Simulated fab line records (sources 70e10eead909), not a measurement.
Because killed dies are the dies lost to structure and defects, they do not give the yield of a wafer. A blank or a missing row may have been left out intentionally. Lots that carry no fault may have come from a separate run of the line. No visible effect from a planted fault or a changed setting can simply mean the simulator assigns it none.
fab line records / flow nandHarc
[record] lots = 13 wafers = 38 lastDay = 24
route steps=1159 shown A_M1@1049 A_BONDPAD@1087 THIN_TSV@1107 END@1159
lots untouched by any fault: they come from a run of this same line in which no faults occurred
startH: start of the lot's first displayed wafer, in hours after the record's first day / waitH: hours elapsed since this lot's preceding step / " unchanged from the row above / L1.1+2: a single row standing in for several wafers / - no value, or no start given / * or withheld: withheld / < > ~ a bound
route shown NAME@n: names a module that has steps shown in the file, with the first one's number in the route / usual: mean/standard deviation of fault-free wafers / same: alike in all rows / chamber/n: place in a boat / sites: each site's reading / _std_site: standard deviation of those values / _edge_site: outer sites' mean less inner sites' / radiusMm: how far each site lies from the wafer's centre / mask NAME#n: copy n / behind: tool/chamber where the wafer was last shaped / hold: the reason the lot was held/the length of the hold in hours/how it ended / device: the n, p or np transistor that did not switch / end of line: the route-end tests of the same wafers / for a step that has no rows: nothing shown but its recipe / killed: at the first sort, the dies lost to defects and structure; wafer yield is something else / map: dies across one wafer; x = killed, . = not, _ = none there
set.NAME: the setting as run; set.NAME@STEP: as run at that earlier step / model.NAME: the simulator's own value behind a step, which no gauge read
steps of the route over a sample of lots; a table a step, a row a wafer
services: the hour from which a tool's chamber was out of use, counted from the record's first day as startH (under 0 if before that day), plus the number of hours and why
[[steps]]
[step NHARC_A_M1_PVD_21]
[recipe] targetThkA = 300 chamberPressurePa = 5 powerW = 5000 substrateTempC = 30 timeS = 20.49 material = Cu
[usual] throttleValvePct = 30.2/0.76
lot.wafer=L787.1 tool=pvdSputter-02 chamber=- startH=417.56 waitH=- throttleValvePct=31.2
lot.wafer=L787.5 tool=pvdSputter-02 chamber=- startH=417.56 waitH=- throttleValvePct=29.9
lot.wafer=L787.6 tool=pvdSputter-02 chamber=- startH=417.56 waitH=- throttleValvePct=31.6
lot.wafer=L791.2 tool=pvdSputter-03 chamber=- startH=444.03 waitH=- throttleValvePct=30.5
lot.wafer=L791.4 tool=pvdSputter-03 chamber=- startH=444.03 waitH=- throttleValvePct=30.0
lot.wafer=L791.1 tool=pvdSputter-03 chamber=- startH=444.03 waitH=- throttleValvePct=30.4
lot.wafer=L792.1 tool=pvdSputter-02 chamber=- startH=444.34 waitH=- throttleValvePct=29.5
lot.wafer=L792.2 tool=pvdSputter-02 chamber=- startH=444.34 waitH=- throttleValvePct=31.5
lot.wafer=L792.5 tool=pvdSputter-02 chamber=- startH=444.34 waitH=- throttleValvePct=29.7
lot.wafer=L793.1 tool=pvdSputter-01 chamber=- startH=450.23 waitH=- throttleValvePct=30.1
lot.wafer=L793.4 tool=pvdSputter-01 chamber=- startH=450.23 waitH=- throttleValvePct=29.5
lot.wafer=L793.6 tool=pvdSputter-01 chamber=- startH=450.23 waitH=- throttleValvePct=30.7
lot.wafer=L796.3 tool=pvdSputter-02 chamber=- startH=464.21 waitH=- throttleValvePct=29.9
lot.wafer=L796.2 tool=pvdSputter-02 chamber=- startH=464.21 waitH=- throttleValvePct=31.6
lot.wafer=L796.5 tool=pvdSputter-02 chamber=- startH=464.21 waitH=- throttleValvePct=30.3
lot.wafer=L794.1 tool=pvdSputter-01 chamber=- startH=464.64 waitH=- throttleValvePct=30.7
lot.wafer=L794.4 tool=pvdSputter-01 chamber=- startH=464.64 waitH=- throttleValvePct=30.0
lot.wafer=L794.6 tool=pvdSputter-01 chamber=- startH=464.64 waitH=- throttleValvePct=29.2
lot.wafer=L801.2 tool=pvdSputter-02 chamber=- startH=493.86 waitH=- throttleValvePct=29.5
lot.wafer=L801.1 tool=pvdSputter-02 chamber=- startH=493.86 waitH=- throttleValvePct=31.5
lot.wafer=L801.5 tool=pvdSputter-02 chamber=- startH=493.86 waitH=- throttleValvePct=29.6
lot.wafer=L806.3 tool=pvdSputter-02 chamber=- startH=514.72 waitH=- throttleValvePct=31.4
lot.wafer=L806.4 tool=pvdSputter-02 chamber=- startH=514.72 waitH=- throttleValvePct=30.1
lot.wafer=L806.1 tool=pvdSputter-02 chamber=- startH=514.72 waitH=- throttleValvePct=31.4
lot.wafer=L805.1 tool=pvdSputter-02 chamber=- startH=519.53 waitH=- throttleValvePct=29.3
lot.wafer=L805.3 tool=pvdSputter-02 chamber=- startH=519.53 waitH=- throttleValvePct=30.2
lot.wafer=L805.4 tool=pvdSputter-02 chamber=- startH=519.53 waitH=- throttleValvePct=31.6
lot.wafer=L803.5 tool=pvdSputter-02 chamber=- startH=519.74 waitH=- throttleValvePct=29.7
lot.wafer=L803.6 tool=pvdSputter-02 chamber=- startH=519.74 waitH=- throttleValvePct=30.0
lot.wafer=L807.1 tool=pvdSputter-01 chamber=- startH=534.72 waitH=- throttleValvePct=29.8
lot.wafer=L807.2 tool=pvdSputter-01 chamber=- startH=534.72 waitH=- throttleValvePct=29.6
lot.wafer=L807.3 tool=pvdSputter-01 chamber=- startH=534.72 waitH=- throttleValvePct=29.8
lot.wafer=L808.4 tool=pvdSputter-03 chamber=- startH=535.91 waitH=- throttleValvePct=30.8
lot.wafer=L808.2 tool=pvdSputter-03 chamber=- startH=535.91 waitH=- throttleValvePct=29.5
lot.wafer=L808.6 tool=pvdSputter-03 chamber=- startH=535.91 waitH=- throttleValvePct=30.7
lot.wafer=L809.3 tool=pvdSputter-03 chamber=- startH=548.16 waitH=- throttleValvePct=30.3
lot.wafer=L809.1 tool=pvdSputter-03 chamber=- startH=548.16 waitH=- throttleValvePct=29.4
lot.wafer=L809.5 tool=pvdSputter-03 chamber=- startH=548.16 waitH=- throttleValvePct=30.4
[step NHARC_A_BONDPAD_ANNEAL_28]
[recipe] tempC = 225 timeS = 90
[usual] annealTempC = 225.02/0.16 wafer_temp_C_max = 225.74/0.27
lot.wafer=L787.1 tool=rtpAnneal-02 chamber=0 startH=422.57 waitH=0.3 annealTempC=225.31 wafer_temp_C_max=225.65
lot.wafer=L787.5 tool=rtpAnneal-02 chamber=0 startH=422.57 waitH=0.3 annealTempC=225.29 wafer_temp_C_max=225.83
lot.wafer=L787.6 tool=rtpAnneal-02 chamber=0 startH=422.57 waitH=0.3 annealTempC=225.27 wafer_temp_C_max=225.60
lot.wafer=L791.1 tool=rtpAnneal-01 chamber=0 startH=449.04 waitH=- annealTempC=225.05 wafer_temp_C_max=225.82
lot.wafer=L791.2 tool=rtpAnneal-01 chamber=0 startH=449.04 waitH=- annealTempC=225.21 wafer_temp_C_max=225.98
lot.wafer=L791.4 tool=rtpAnneal-01 chamber=0 startH=449.04 waitH=- annealTempC=224.80 wafer_temp_C_max=225.41
lot.wafer=L792.1 tool=rtpAnneal-01 chamber=0 startH=449.44 waitH=0.3 annealTempC=225.28 wafer_temp_C_max=225.58
lot.wafer=L792.2 tool=rtpAnneal-01 chamber=0 startH=449.44 waitH=0.3 annealTempC=225.12 wafer_temp_C_max=225.40
lot.wafer=L792.5 tool=rtpAnneal-01 chamber=0 startH=449.44 waitH=0.3 annealTempC=225.40 wafer_temp_C_max=225.72
lot.wafer=L793.1 tool=rtpAnneal-02 chamber=0 startH=455.69 waitH=- annealTempC=225.15 wafer_temp_C_max=225.94
lot.wafer=L793.4 tool=rtpAnneal-02 chamber=0 startH=455.69 waitH=- annealTempC=224.89 wafer_temp_C_max=225.98
lot.wafer=L793.6 tool=rtpAnneal-02 chamber=0 startH=455.69 waitH=- annealTempC=224.71 wafer_temp_C_max=225.75
lot.wafer=L796.2 tool=rtpAnneal-02 chamber=0 startH=469.65 waitH=- annealTempC=224.93 wafer_temp_C_max=226.35
lot.wafer=L796.3 tool=rtpAnneal-02 chamber=0 startH=469.65 waitH=- annealTempC=225.33 wafer_temp_C_max=225.78
lot.wafer=L796.5 tool=rtpAnneal-02 chamber=0 startH=469.65 waitH=- annealTempC=225.10 wafer_temp_C_max=225.70
lot.wafer=L794.1 tool=rtpAnneal-02 chamber=0 startH=469.91 waitH=0.4 annealTempC=225.17 wafer_temp_C_max=225.82
lot.wafer=L794.4 tool=rtpAnneal-02 chamber=0 startH=469.91 waitH=0.4 annealTempC=225.12 wafer_temp_C_max=226.21
lot.wafer=L794.6 tool=rtpAnneal-02 chamber=0 startH=469.91 waitH=0.4 annealTempC=225.23 wafer_temp_C_max=225.85
lot.wafer=L801.1 tool=rtpAnneal-02 chamber=0 startH=499.20 waitH=0.3 annealTempC=224.90 wafer_temp_C_max=226.08
lot.wafer=L801.2 tool=rtpAnneal-02 chamber=0 startH=499.20 waitH=0.3 annealTempC=225.08 wafer_temp_C_max=225.67
lot.wafer=L801.5 tool=rtpAnneal-02 chamber=0 startH=499.20 waitH=0.3 annealTempC=224.99 wafer_temp_C_max=225.88
lot.wafer=L806.1 tool=rtpAnneal-01 chamber=0 startH=519.83 waitH=0.3 annealTempC=224.93 wafer_temp_C_max=225.63
lot.wafer=L806.4 tool=rtpAnneal-01 chamber=0 startH=519.83 waitH=0.3 annealTempC=225.08 wafer_temp_C_max=225.63
lot.wafer=L805.1 tool=rtpAnneal-01 chamber=0 startH=524.87 waitH=- annealTempC=224.95 wafer_temp_C_max=225.81
lot.wafer=L805.4 tool=rtpAnneal-01 chamber=0 startH=524.87 waitH=- annealTempC=224.94 wafer_temp_C_max=225.71
lot.wafer=L803.6 tool=rtpAnneal-02 chamber=0 startH=525.53 waitH=0.4 annealTempC=224.84 wafer_temp_C_max=225.78
lot.wafer=L807.1 tool=rtpAnneal-01 chamber=0 startH=541.05 waitH=- annealTempC=224.98 wafer_temp_C_max=226.04
lot.wafer=L807.2 tool=rtpAnneal-01 chamber=0 startH=541.05 waitH=- annealTempC=225.23 wafer_temp_C_max=225.67
lot.wafer=L807.3 tool=rtpAnneal-01 chamber=0 startH=541.05 waitH=- annealTempC=224.83 wafer_temp_C_max=226.04
lot.wafer=L808.2 tool=rtpAnneal-02 chamber=0 startH=541.27 waitH=0.4 annealTempC=224.97 wafer_temp_C_max=225.51
lot.wafer=L808.4 tool=rtpAnneal-02 chamber=0 startH=541.27 waitH=0.4 annealTempC=224.99 wafer_temp_C_max=225.77
lot.wafer=L808.6 tool=rtpAnneal-02 chamber=0 startH=541.27 waitH=0.4 annealTempC=224.98 wafer_temp_C_max=226.06
lot.wafer=L809.1 tool=rtpAnneal-01 chamber=0 startH=553.44 waitH=- annealTempC=225.22 wafer_temp_C_max=225.52
lot.wafer=L809.3 tool=rtpAnneal-01 chamber=0 startH=553.44 waitH=- annealTempC=224.81 wafer_temp_C_max=225.65
lot.wafer=L809.5 tool=rtpAnneal-01 chamber=0 startH=553.44 waitH=- annealTempC=225.13 wafer_temp_C_max=225.47
[step NHARC_THIN_TSV_DEP_43]
[recipe] targetThkA = 13285 tempC = withheld pressureTorr = 6.5 rfW = 900 teosFlowSccm = 161.4 flowSccm = 2650 targetThkNm = 1328.5 gas = O2 material = SiO2
[usual] throttleValvePct = 15.9/0.47
lot.wafer=L787.1 tool=pecvd-01 chamber=1 startH=440.44 waitH=- sinceWetCleanH=9 throttleValvePct=15.4
lot.wafer=L787.6 tool=pecvd-01 chamber=0 startH=440.44 waitH=- sinceWetCleanH=- throttleValvePct=15.4
lot.wafer=L787.5 tool=pecvd-01 chamber=1 startH=440.44 waitH=- sinceWetCleanH=- throttleValvePct=15.4
lot.wafer=L791.2 tool=pecvd-01 chamber=1 startH=465.44 waitH=- sinceWetCleanH=34 throttleValvePct=15.5
lot.wafer=L791.1 tool=pecvd-01 chamber=0 startH=465.44 waitH=- sinceWetCleanH=34 throttleValvePct=15.2
lot.wafer=L791.4 tool=pecvd-01 chamber=2 startH=465.44 waitH=- sinceWetCleanH=- throttleValvePct=16.7
lot.wafer=L792.1 tool=pecvd-01 chamber=0 startH=466.68 waitH=- sinceWetCleanH=36 throttleValvePct=15.5
lot.wafer=L792.2 tool=pecvd-01 chamber=1 startH=466.68 waitH=- sinceWetCleanH=36 throttleValvePct=15.4
lot.wafer=L792.5 tool=pecvd-01 chamber=1 startH=466.68 waitH=- sinceWetCleanH=- throttleValvePct=15.5
lot.wafer=L793.1 tool=pecvd-03 chamber=0 startH=468.32 waitH=- sinceWetCleanH=163 throttleValvePct=16.5
lot.wafer=L793.4 tool=pecvd-03 chamber=2 startH=468.32 waitH=- sinceWetCleanH=- throttleValvePct=15.7
lot.wafer=L793.6 tool=pecvd-03 chamber=1 startH=468.32 waitH=- sinceWetCleanH=- throttleValvePct=15.7
lot.wafer=L796.2 tool=pecvd-02 chamber=2 startH=484.64 waitH=- sinceWetCleanH=138 throttleValvePct=15.8
lot.wafer=L796.3 tool=pecvd-02 chamber=1 startH=484.64 waitH=- sinceWetCleanH=138 throttleValvePct=16.4
lot.wafer=L796.5 tool=pecvd-02 chamber=0 startH=484.64 waitH=- sinceWetCleanH=- throttleValvePct=15.9
lot.wafer=L794.1 tool=pecvd-02 chamber=2 startH=485.84 waitH=- sinceWetCleanH=139 throttleValvePct=15.6
lot.wafer=L794.4 tool=pecvd-02 chamber=2 startH=485.84 waitH=- sinceWetCleanH=- throttleValvePct=15.8
lot.wafer=L794.6 tool=pecvd-02 chamber=1 startH=485.84 waitH=- sinceWetCleanH=- throttleValvePct=16.4
lot.wafer=L801.2 tool=pecvd-03 chamber=2 startH=516.30 waitH=- sinceWetCleanH=30 throttleValvePct=15.5
lot.wafer=L801.1 tool=pecvd-03 chamber=0 startH=516.30 waitH=- sinceWetCleanH=30 throttleValvePct=16.6
lot.wafer=L801.5 tool=pecvd-03 chamber=0 startH=516.30 waitH=- sinceWetCleanH=- throttleValvePct=16.5
lot.wafer=L806.1 tool=pecvd-03 chamber=1 startH=534.03 waitH=- sinceWetCleanH=48 throttleValvePct=15.6
lot.wafer=L806.4 tool=pecvd-03 chamber=0 startH=534.03 waitH=- sinceWetCleanH=- throttleValvePct=16.6
lot.wafer=L805.1 tool=pecvd-02 chamber=1 startH=537.50 waitH=- sinceWetCleanH=9 throttleValvePct=16.3
lot.wafer=L805.4 tool=pecvd-02 chamber=1 startH=537.50 waitH=- sinceWetCleanH=- throttleValvePct=16.1
lot.wafer=L803.6 tool=pecvd-02 chamber=0 startH=538.84 waitH=- sinceWetCleanH=- throttleValvePct=15.9
lot.wafer=L807.2 tool=pecvd-03 chamber=0 startH=553.62 waitH=- sinceWetCleanH=67 throttleValvePct=16.9
lot.wafer=L807.1 tool=pecvd-03 chamber=1 startH=553.62 waitH=- sinceWetCleanH=68 throttleValvePct=15.5
lot.wafer=L807.3 tool=pecvd-03 chamber=2 startH=553.62 waitH=- sinceWetCleanH=68 throttleValvePct=15.7
lot.wafer=L808.2 tool=pecvd-01 chamber=0 startH=554.86 waitH=- sinceWetCleanH=124 throttleValvePct=15.4
lot.wafer=L808.4 tool=pecvd-01 chamber=2 startH=554.86 waitH=- sinceWetCleanH=- throttleValvePct=16.5
lot.wafer=L808.6 tool=pecvd-01 chamber=0 startH=554.86 waitH=- sinceWetCleanH=- throttleValvePct=15.7
lot.wafer=L809.1 tool=pecvd-03 chamber=1 startH=568.36 waitH=- sinceWetCleanH=82 throttleValvePct=15.6
lot.wafer=L809.3 tool=pecvd-03 chamber=0 startH=568.36 waitH=- sinceWetCleanH=82 throttleValvePct=16.5
lot.wafer=L809.5 tool=pecvd-03 chamber=0 startH=568.36 waitH=- sinceWetCleanH=- throttleValvePct=16.4
[step NHARC_THIN_TSV_PRE_CLEAN_54]
[recipe] timeS = 30 tempC = 280 gas = H2/He
[usual] heaterPowerW = 419/49
lot.wafer=L787.1 tool=pvdSputter-03 chamber=- startH=446.35 waitH=0.1 heaterPowerW=424
lot.wafer=L787.5 tool=pvdSputter-03 chamber=- startH=446.35 waitH=0.1 heaterPowerW=486
lot.wafer=L787.6 tool=pvdSputter-03 chamber=- startH=446.35 waitH=0.1 heaterPowerW=352
lot.wafer=L791.1 tool=pvdSputter-01 chamber=- startH=471.01 waitH=0.0 heaterPowerW=434
lot.wafer=L791.2 tool=pvdSputter-01 chamber=- startH=471.01 waitH=0.0 heaterPowerW=388
lot.wafer=L791.4 tool=pvdSputter-01 chamber=- startH=471.01 waitH=0.0 heaterPowerW=391
lot.wafer=L792.2 tool=pvdSputter-01 chamber=- startH=472.45 waitH=0.1 heaterPowerW=333
lot.wafer=L792.1 tool=pvdSputter-01 chamber=- startH=472.45 waitH=0.1 heaterPowerW=421
lot.wafer=L792.5 tool=pvdSputter-01 chamber=- startH=472.45 waitH=0.1 heaterPowerW=328
lot.wafer=L793.4 tool=pvdSputter-01 chamber=- startH=474.02 waitH=0.0 heaterPowerW=435
lot.wafer=L793.1 tool=pvdSputter-01 chamber=- startH=474.02 waitH=0.0 heaterPowerW=326
lot.wafer=L793.6 tool=pvdSputter-01 chamber=- startH=474.02 waitH=0.0 heaterPowerW=430
lot.wafer=L796.2 tool=pvdSputter-02 chamber=- startH=490.20 waitH=0.1 heaterPowerW=428
lot.wafer=L796.3 tool=pvdSputter-02 chamber=- startH=490.20 waitH=0.1 heaterPowerW=488
lot.wafer=L796.5 tool=pvdSputter-02 chamber=- startH=490.20 waitH=0.1 heaterPowerW=418
lot.wafer=L794.4 tool=pvdSputter-01 chamber=- startH=491.56 waitH=0.1 heaterPowerW=394
lot.wafer=L794.1 tool=pvdSputter-01 chamber=- startH=491.56 waitH=0.1 heaterPowerW=433
lot.wafer=L794.6 tool=pvdSputter-01 chamber=- startH=491.56 waitH=0.1 heaterPowerW=327
lot.wafer=L801.2 tool=pvdSputter-02 chamber=- startH=522.66 waitH=0.1 heaterPowerW=409
lot.wafer=L801.1 tool=pvdSputter-02 chamber=- startH=522.66 waitH=0.1 heaterPowerW=475
lot.wafer=L801.5 tool=pvdSputter-02 chamber=- startH=522.66 waitH=0.1 heaterPowerW=443
lot.wafer=L806.4 tool=pvdSputter-02 chamber=- startH=539.68 waitH=0.1 heaterPowerW=481
lot.wafer=L806.1 tool=pvdSputter-02 chamber=- startH=539.68 waitH=0.1 heaterPowerW=472
lot.wafer=L805.4 tool=pvdSputter-01 chamber=- startH=543.22 waitH=0.1 heaterPowerW=376
lot.wafer=L805.1 tool=pvdSputter-01 chamber=- startH=543.22 waitH=0.1 heaterPowerW=327
lot.wafer=L803.6 tool=pvdSputter-01 chamber=- startH=544.85 waitH=0.1 heaterPowerW=468
lot.wafer=L807.1 tool=pvdSputter-01 chamber=- startH=559.27 waitH=0.0 heaterPowerW=334
lot.wafer=L807.3 tool=pvdSputter-01 chamber=- startH=559.27 waitH=0.0 heaterPowerW=466
lot.wafer=L807.2 tool=pvdSputter-01 chamber=- startH=559.27 waitH=0.0 heaterPowerW=371
lot.wafer=L808.2 tool=pvdSputter-01 chamber=- startH=560.47 waitH=0.0 heaterPowerW=340
lot.wafer=L808.4 tool=pvdSputter-01 chamber=- startH=560.47 waitH=0.0 heaterPowerW=381
lot.wafer=L808.6 tool=pvdSputter-01 chamber=- startH=560.47 waitH=0.0 heaterPowerW=337
lot.wafer=L809.1 tool=pvdSputter-03 chamber=- startH=574.32 waitH=0.1 heaterPowerW=412
lot.wafer=L809.3 tool=pvdSputter-03 chamber=- startH=574.32 waitH=0.1 heaterPowerW=511
lot.wafer=L809.5 tool=pvdSputter-03 chamber=- startH=574.32 waitH=0.1 heaterPowerW=424
[step NHARC_END_SORT_01]
[recipe] tempC = 25
[usual] defectLimitedYield = 95.4/1.3 killedAtArray = 27/8 killedAtOther = 0.8/1.2 killedAtPeriphery = 3.3/2.3 killedDies = 31/8.8 killedOpen = 3.2/2.1 killedShort = 2.1/1.4 sort_bin_2_pct = 1.4/0.55 sort_bin_3_pct = 0.25/0.2 sort_bin_4_pct = 2.9/0.92 sortNPass = 646/8.8 sortRimYieldPct = 95.5/2.7 sortYieldPct = 95.4/1.3
[same] grossDies = 677 sort_bin_5_pct[%] = 0 sort_bin_6_pct[%] = 0 sort_bin_7_pct[%] = 0 sort_bin_8_pct[%] = 0 sortRimNGross = 106.00
lot.wafer=L806.1 tool=prober-01 chamber=0 startH=549.97 waitH=2.5 defectLimitedYield[%]=95.6 killedAtArray=28 killedAtOther=0 killedAtPeriphery=2 killedDies=30 killedOpen=1 killedShort=3 sort_bin_2_pct[%]=1.2 sort_bin_3_pct[%]=0.15 sort_bin_4_pct[%]=3.1 sortNPass=647 sortRimYieldPct[%]=97.2 sortYieldPct[%]=95.6
lot.wafer=L806.3 tool=prober-01 chamber=0 startH=551.58 waitH=3.1 defectLimitedYield[%]=0 killedAtArray=674 killedAtOther=0 killedAtPeriphery=3 killedDies=677 killedOpen=6 killedShort=3 sort_bin_2_pct[%]=97.3 sort_bin_3_pct[%]=0.15 sort_bin_4_pct[%]=2.5 sortNPass=0 sortRimYieldPct[%]=0 sortYieldPct[%]=0
lot.wafer=L806.4 tool=prober-01 chamber=0 startH=552.39 waitH=3.4 defectLimitedYield[%]=96.3 killedAtArray=23 killedAtOther=0 killedAtPeriphery=2 killedDies=25 killedOpen=4 killedShort=1 sort_bin_2_pct[%]=1.6 sort_bin_3_pct[%]=0.15 sort_bin_4_pct[%]=1.9 sortNPass=652 sortRimYieldPct[%]=99.1 sortYieldPct[%]=96.3
lot.wafer=L805.1 tool=prober-02 chamber=0 startH=557.78 waitH=2.5 defectLimitedYield[%]=94.5 killedAtArray=32 killedAtOther=0 killedAtPeriphery=5 killedDies=37 killedOpen=5 killedShort=3 sort_bin_2_pct[%]=1.5 sort_bin_3_pct[%]=0 sort_bin_4_pct[%]=4.0 sortNPass=640 sortRimYieldPct[%]=96.2 sortYieldPct[%]=94.5
lot.wafer=L805.3 tool=prober-02 chamber=0 startH=559.39 waitH=3.1 defectLimitedYield[%]=0 killedAtArray=673 killedAtOther=0 killedAtPeriphery=4 killedDies=677 killedOpen=2 killedShort=0 sort_bin_2_pct[%]=97.0 sort_bin_3_pct[%]=0 sort_bin_4_pct[%]=3.0 sortNPass=0 sortRimYieldPct[%]=0 sortYieldPct[%]=0
lot.wafer=L805.4 tool=prober-02 chamber=0 startH=560.19 waitH=3.4 defectLimitedYield[%]=95.0 killedAtArray=28 killedAtOther=0 killedAtPeriphery=6 killedDies=34 killedOpen=2 killedShort=1 sort_bin_2_pct[%]=1.6 sort_bin_3_pct[%]=0 sort_bin_4_pct[%]=3.4 sortNPass=643 sortRimYieldPct[%]=92.5 sortYieldPct[%]=95.0
lot.wafer=L803.5 tool=prober-01 chamber=0 startH=561.06 waitH=3.7 defectLimitedYield[%]=0 killedAtArray=675 killedAtOther=0 killedAtPeriphery=2 killedDies=677 killedOpen=6 killedShort=4 sort_bin_2_pct[%]=96.5 sort_bin_3_pct[%]=0.30 sort_bin_4_pct[%]=3.2 sortNPass=0 sortRimYieldPct[%]=0 sortYieldPct[%]=0
lot.wafer=L803.6 tool=prober-01 chamber=0 startH=561.86 waitH=4.0 defectLimitedYield[%]=95.3 killedAtArray=29 killedAtOther=1 killedAtPeriphery=2 killedDies=32 killedOpen=4 killedShort=1 sort_bin_2_pct[%]=1.6 sort_bin_3_pct[%]=0.15 sort_bin_4_pct[%]=3.0 sortNPass=645 sortRimYieldPct[%]=96.2 sortYieldPct[%]=95.3
// killed by level:class
L806.1 A_CHANNEL_HOLE_D1:chamberFilmFlake=6 A_CONTACT:chamberFilmFlake=6 A_SLIT:chamberFilmFlake=5 A_STAIRCASE:chamberFilmFlake=4 A_M1:chamberFilmFlake=2 P_M0:geometricParticle:short=1 A_SGD_CUT:geometricParticle:short=1 A_CONTACT:geometricParticle:open=1
L806.3 A_M1:areaPvd=653 A_CHANNEL_HOLE_D1:chamberFilmFlake=4 A_CONTACT:chamberFilmFlake=4 A_CONTACT:geometricParticle:open=2 A_STAIRCASE:chamberFilmFlake=2 A_WL_FILL:chamberFilmFlake=2 P_GATE:geometricParticle:open=1 P_M1:geometricParticle:short=1
L806.4 A_CONTACT:chamberFilmFlake=8 A_CHANNEL_HOLE_D1:chamberFilmFlake=5 A_SLIT:chamberFilmFlake=3 A_STAIRCASE:chamberFilmFlake=2 P_CONTACT:geometricParticle:open=1 A_WL_FILL:geometricParticle:short=1 A_WL_FILL:geometricParticle:open=1 A_CONTACT:geometricParticle:open=1
L805.1 A_CHANNEL_HOLE_D1:chamberFilmFlake=21 A_STAIRCASE:chamberFilmFlake=3 P_STI:chamberFilmFlake=2 P_CONTACT:geometricParticle:open=1 P_M0:geometricParticle:open=1 A_SOURCE_PLATE:geometricParticle:short=1 A_SOURCE_PLATE:geometricParticle:open=1 A_CHANNEL_FILL_D1:geometricParticle:short=1
L805.3 A_M1:areaPvd=648 A_CHANNEL_HOLE_D1:chamberFilmFlake=17 A_CONTACT:chamberFilmFlake=3 P_STI:chamberFilmFlake=2 A_CONTACT:geometricParticle:open=1 A_M1:geometricParticle:open=1 P_ZERO_WELL:chamberFilmFlake=1 P_GATE:chamberFilmFlake=1
L805.4 A_CHANNEL_HOLE_D1:chamberFilmFlake=17 A_STAIRCASE:chamberFilmFlake=4 P_STI:chamberFilmFlake=4 A_ZERO_WELL:chamberFilmFlake=2 A_CONTACT:chamberFilmFlake=2 P_M0:geometricParticle:open=1 A_WL_FILL:geometricParticle:open=1 A_M0:geometricParticle:short=1
L803.5 A_M1:areaPvd=644 A_CHANNEL_HOLE_D1:chamberFilmFlake=9 A_CONTACT:geometricParticle:open=4 A_STAIRCASE:chamberFilmFlake=4 A_WL_FILL:chamberFilmFlake=3 A_ONON_D1:geometricParticle:short=2 A_CONTACT:chamberFilmFlake=2 A_M0:chamberFilmFlake=2
L803.6 A_CHANNEL_HOLE_D1:chamberFilmFlake=14 A_M0:chamberFilmFlake=5 A_WL_FILL:chamberFilmFlake=3 A_STAIRCASE:chamberFilmFlake=2 P_STI:geometricParticle:open=1 P_M0:geometricParticle:open=1 A_ONON_D1:geometricParticle:short=1 A_CHANNEL_FILL_D1:geometricParticle:open=1
[[services]]
tool=pecvd-01 chamber=- startH=418.10 hours=13.0 kind=pm
tool=pecvd-01 chamber=0 startH=418.10 hours=13.0 kind=ventCycle
tool=pecvd-01 chamber=1 startH=418.10 hours=13.0 kind=ventCycle
tool=pecvd-01 chamber=2 startH=418.10 hours=13.0 kind=ventCycle
tool=pecvd-01 chamber=0 startH=431.10 hours=- kind=clean
tool=pecvd-01 chamber=1 startH=431.10 hours=- kind=clean
tool=pecvd-01 chamber=2 startH=431.10 hours=- kind=clean
tool=pecvd-01 chamber=0 startH=431.98 hours=5.9 kind=repair
tool=pvdSputter-03 chamber=- startH=440.19 hours=3.5 kind=repair
tool=pvdSputter-03 chamber=- startH=458.00 hours=10.0 kind=pm
tool=pecvd-03 chamber=- startH=473.19 hours=13.0 kind=pm
tool=pecvd-03 chamber=0 startH=473.19 hours=13.0 kind=ventCycle
tool=pecvd-03 chamber=1 startH=473.19 hours=13.0 kind=ventCycle
tool=pecvd-03 chamber=2 startH=473.19 hours=13.0 kind=ventCycle
tool=pecvd-03 chamber=0 startH=486.19 hours=- kind=clean
tool=pecvd-03 chamber=1 startH=486.19 hours=- kind=clean
tool=pecvd-03 chamber=2 startH=486.19 hours=- kind=clean
tool=pvdSputter-03 chamber=- startH=505.02 hours=1.3 kind=repair
tool=pvdSputter-01 chamber=- startH=514.04 hours=10.0 kind=pm
tool=pecvd-02 chamber=- startH=515.13 hours=13.0 kind=pm
tool=pecvd-02 chamber=0 startH=515.13 hours=13.0 kind=ventCycle
tool=pecvd-02 chamber=1 startH=515.13 hours=13.0 kind=ventCycle
tool=pecvd-02 chamber=2 startH=515.13 hours=13.0 kind=ventCycle
tool=pvdSputter-02 chamber=- startH=570.00 hours=10.0 kind=pm
[[key]]
[firstSign] step = NHARC_END_SORT_01 reading = sort_bin_2_pct direction = up sigmas = 99+ usual = 1.4 struck = 96.9
[effect] step = NHARC_END_SORT_01 reading = killedAtArray direction = up sigmas = 81 usual = 27 struck = 674
[moreKillsBornAt] NHARC_A_M1_PVD_21@pvdSputter-02 = 1945
metAt NHARC_A_M1_PVD_21
struckLots L803,L805,L806
struckWafers L803.5,L805.3,L806.3
laterRowsLeftOut L803.5,L805.3,L806.3
notActingAt NHARC_A_BONDPAD_ANNEAL_28,NHARC_THIN_TSV_DEP_43,NHARC_THIN_TSV_PRE_CLEAN_54
onsetBetween 493.86 514.72
[fault] kind = processParameterDrift tool = pvdSputter-02 chamber = - onsetH = 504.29 steps = NHARC_A_M1_PVD_21 channel = targetThkA offset = * shape = step endH = 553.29 scope = struckWafersOnly actsIn = * stated = *
// laterRowsLeftOut: the simulator's readings of these wafers behind a module that went badly wrong aren't trusted and aren't shown, but for the sort
